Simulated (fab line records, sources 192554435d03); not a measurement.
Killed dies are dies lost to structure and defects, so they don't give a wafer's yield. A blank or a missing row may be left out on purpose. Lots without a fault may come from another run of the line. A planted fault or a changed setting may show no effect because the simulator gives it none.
Split-lot experiment | flow n5_finfet | 7 lots, 21 wafers read, on a route of 1938 steps

THE SPLIT
At N5_BEOL_M9_COAT_75 (time 60 s, resist thk 5 nm), the setting spin_rpm was moved away from the recipe's 1500 rpm on 10 of the 21 wafers read, by -10.9% to +9.3%. The other wafers ran this setting at the recipe's value.

FROM THE SPLIT TO THE READING: what the file shows between them, 3 steps
- N5_BEOL_M9_COAT_22: resist thk 30 nm
- N5_BEOL_M9_EBR_24
- N5_BEOL_M9_DESCUM_33: chemistry O2, time 7 s

THE READING
etch.depth_nm (the simulator's own value, which no gauge read), in nm, at N5_BEOL_M9_ETCH_76 (etches underlayer in N2/H2, target depth 6.5 nm, time 5.2 s). The file gives no usual value for it. The 11 wafers here that ran the recipe average 4.989 nm, standard deviation 0.015 nm.

wafer  | tool, chamber at the split | spin_rpm as run, rpm | against the recipe | etch.depth_nm, nm | against lot-mates on the recipe
L074.2 | litho_track-02, 0          | 1373                 | -8.5%              | 5.195             | +0.225
L074.5 | litho_track-02, 0          | 1500                 | recipe             | 4.966             | -
L074.6 | litho_track-02, 0          | 1500                 | recipe             | 4.975             | -
L076.2 | litho_track-03, 0          | 1640                 | +9.3%              | 4.792             | -0.215
L076.3 | litho_track-03, 0          | 1640                 | +9.3%              | 4.783             | -0.224
L076.5 | litho_track-03, 0          | 1500                 | recipe             | 5.007             | -
L078.1 | litho_track-03, 0          | 1580                 | +5.3%              | 4.872             | -0.114
L078.2 | litho_track-03, 0          | 1580                 | +5.3%              | 4.862             | -0.124
L078.6 | litho_track-03, 0          | 1500                 | recipe             | 4.986             | -
L085.4 | litho_track-03, 0          | 1500                 | recipe             | 5.004             | -
L085.5 | litho_track-03, 0          | 1500                 | recipe             | 5.015             | -
L085.6 | litho_track-03, 0          | 1500                 | recipe             | 4.988             | -
L089.3 | litho_track-01, 0          | 1337                 | -10.9%             | 5.306             | +0.303
L089.4 | litho_track-01, 0          | 1337                 | -10.9%             | 5.306             | +0.303
L089.5 | litho_track-01, 0          | 1500                 | recipe             | 5.003             | -
L092.3 | litho_track-01, 0          | 1500                 | recipe             | 4.978             | -
L092.4 | litho_track-01, 0          | 1500                 | recipe             | 4.981             | -
L092.6 | litho_track-01, 0          | 1500                 | recipe             | 4.977             | -
L094.1 | litho_track-03, 0          | 1603                 | +6.9%              | 4.815             | no lot-mate on the recipe
L094.2 | litho_track-03, 0          | 1603                 | +6.9%              | 4.83              | no lot-mate on the recipe
L094.6 | litho_track-03, 0          | 1603                 | +6.9%              | 4.819             | no lot-mate on the recipe

THE FIT
A straight line over all 21 wafers: etch.depth_nm changes by -0.0255 nm for each +1% of spin_rpm; r = -0.99; the points scatter about the line by 0.02 nm.
The same after taking each lot's own level away (the mean of its wafers on the recipe; 18 wafers): -0.0257 nm for each +1%; r = -1.00; scatter 0.012 nm.
On that fit, the largest move of spin_rpm shifts the reading by 0.28 nm.
The lots' own levels span 4.9705 to 5.0070 nm, that is 2.4 times the standard deviation above.
So the lot-to-lot level changes the slope little: the two slopes agree.
Check: with one of the wafers moved furthest among these (-10.9%) left out of the fit, the line predicts +0.28 nm for it against its lot-mates. It came out at +0.303 nm against them.

OTHER SPLITS ON THESE WAFERS
These wafers also went through other splits before the reading. Each is held against what the fit with the lots' levels taken away leaves over:
other split on the same wafers | wafers away from the commonest value | r with etch.depth_nm (lot level and that fit taken away)
N5_BEOL_M7_EXPOSE_08 dose_mj   | 6                                    | +0.39
N5_BEOL_M8_DESCUM_16 time_s    | 9                                    | +0.22

THE WHOLE CHAIN: every reading that the file lists as answering this split, in the file's order
step               | what it does                                                | reading                                                                               | change (the file's fit)                | r (the file's)
N5_BEOL_M9_COAT_75 | time 60 s, resist thk 5 nm                                  | underlayer_of_BEOL_M9_COAT_75.thk_nm (the simulator's own value, which no gauge read) | -0.0294 nm for each +1% of the setting | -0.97
N5_BEOL_M9_ETCH_76 | etches underlayer in N2/H2, target depth 6.5 nm, time 5.2 s | etch.depth_nm (the simulator's own value, which no gauge read)                        | -0.0258 nm for each +1% of the setting | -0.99

THE FILE'S OWN FIT
etch.depth_nm changes by -0.0258 nm for each +1% of spin_rpm, r = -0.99.
